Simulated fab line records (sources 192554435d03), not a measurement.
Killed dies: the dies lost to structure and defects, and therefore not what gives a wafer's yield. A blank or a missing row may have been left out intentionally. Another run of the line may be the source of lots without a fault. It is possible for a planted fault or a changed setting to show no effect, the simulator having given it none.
One fault seen from 2 desks ; flow n5_finfet ; numbers are kept per desk, each desk with only its own; the story behind them comes last

TOOL OWNER'S DESK, ald_metal-02
The tool's own readings at N5_BEOL_M7_ALD_77 (deposits TaN, target thk 2 nm, pulse time 2 s, purge time 3 s): means of the sampled wafers that have a number, for each lot that ran on this tool. Marked OUT: a lot whose mean sits more than 4 standard deviations from the usual mean, which makes it out of limits; the brackets give that distance.
Columns: A = heater_power_w at N5_BEOL_M7_ALD_77, usual 443 W
lot;first seen here;A
L299;day 10 13:11;449
L305;day 11 05:16;452
L306;day 11 23:49;489
L308;day 12 11:15;435
L318;day 16 07:07;520
This desk's verdict: no lot among the 5 shows anything out of limits.

AT THE METROLOGY DESK
What the gauges read, lot by lot, whatever tool the lot ran on: means of the sampled wafers that have a number. Marked OUT: a lot whose mean sits more than 4 standard deviations from the usual mean, which makes it out of limits; the brackets give that distance.
Columns: A = cd_nm at N5_BEOL_M7_CD_MEAS_35, usual 40.2 nm; B = M7_RS at N5_BEOL_M7_RS_MEAS_57, usual 0.291 ohm/sq
lot;first seen here;A;B
L296;day 9 22:20;39.8;0.296
L297;day 10 02:49;40.1;0.279
L298;day 10 05:12;40.8;0.299
L300;day 10 05:22;40.4;0.284
L299;day 10 12:18;40.1;0.303
L305;day 11 04:20;40.0;0.283
L306;day 11 22:43;40.5;0.288
L308;day 12 10:46;40.2;0.292
L312;day 13 14:37;40.9;0.289
L315;day 13 21:16;40.6;0.291
L319;day 15 12:11;40.9;0.292
L318;day 16 06:26;39.9;0.286
This desk's verdict: no lot among the 12 shows anything out of limits.

ALL TOGETHER
The tool owner's desk saw nothing out of limits.
Metrology desk: nothing out of limits seen.

WHAT THE SIMULATOR PUT IN
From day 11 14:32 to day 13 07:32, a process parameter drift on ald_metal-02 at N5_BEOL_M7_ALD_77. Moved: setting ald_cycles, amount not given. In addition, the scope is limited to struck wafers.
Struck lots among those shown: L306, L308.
